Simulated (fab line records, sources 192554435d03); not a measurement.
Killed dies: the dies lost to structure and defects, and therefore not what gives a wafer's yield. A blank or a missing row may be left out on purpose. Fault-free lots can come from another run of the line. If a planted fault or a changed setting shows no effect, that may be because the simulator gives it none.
Which of the tools did it? | flow n5Finfet | at 1 step of a route of 1938, 12 lots with 36 wafers sampled

== WHAT THE GAUGES SHOWED, per wafer ==
N5_BEOL_M2_THK_MEAS_01.
lot  | measured     | on           | M2_ILD_THK (nm)
L075 | day 6 18:25  | filmMetro-02 | 77.2 78.9 80.0
L077 | day 7 01:10  | filmMetro-02 | 80.2 78.9 80.8
L079 | day 7 16:10  | filmMetro-01 | 79.0 79.0 80.0
L081 | day 8 07:43  | filmMetro-01 | 78.6 78.6 79.3
L083 | day 9 01:37  | filmMetro-01 | 79.4 80.8 78.7
L085 | day 9 13:29  | filmMetro-02 | 78.6 77.8 79.4
L087 | day 10 01:32 | filmMetro-02 | 79.3 79.7 79.2
L089 | day 10 03:02 | filmMetro-01 | 79.4 80.6 80.6
L092 | day 10 23:36 | filmMetro-02 | 78.8 79.7 78.3
L094 | day 11 11:29 | filmMetro-02 | 78.7 79.5 78.8
L096 | day 11 22:50 | filmMetro-02 | 75.9 78.3 77.9
L091 | day 12 13:57 | filmMetro-01 | 79.1 81.3 81.2

== TOOL THAT RAN EACH LOT (tool first, then ch and the chambers of the sampled wafers, then the start) ==
There is no process step in the record ahead of these readings.

== THE ANSWER, worked out from the rows above alone ==
Rule: the lots themselves supply what counts as usual. The widest of any qualifying gaps counts: lots, ordered by their means at a reading, are off when they make up no more than a third of the lots, leave a main group of 4 or more, and stand apart from it by 3 or more times the standard deviation of that group's means. The tables above print the reading to a certain number of digits; a main group whose means all agree to those digits is not used. Also off: a lot with no number at a reading for which 4 or more lots have one. Any other lot the step has rows for is counted as sound.
Nothing can be told from this: no lot is off at any reading shown.

== WHAT THE SIMULATOR HAD INSERTED ==
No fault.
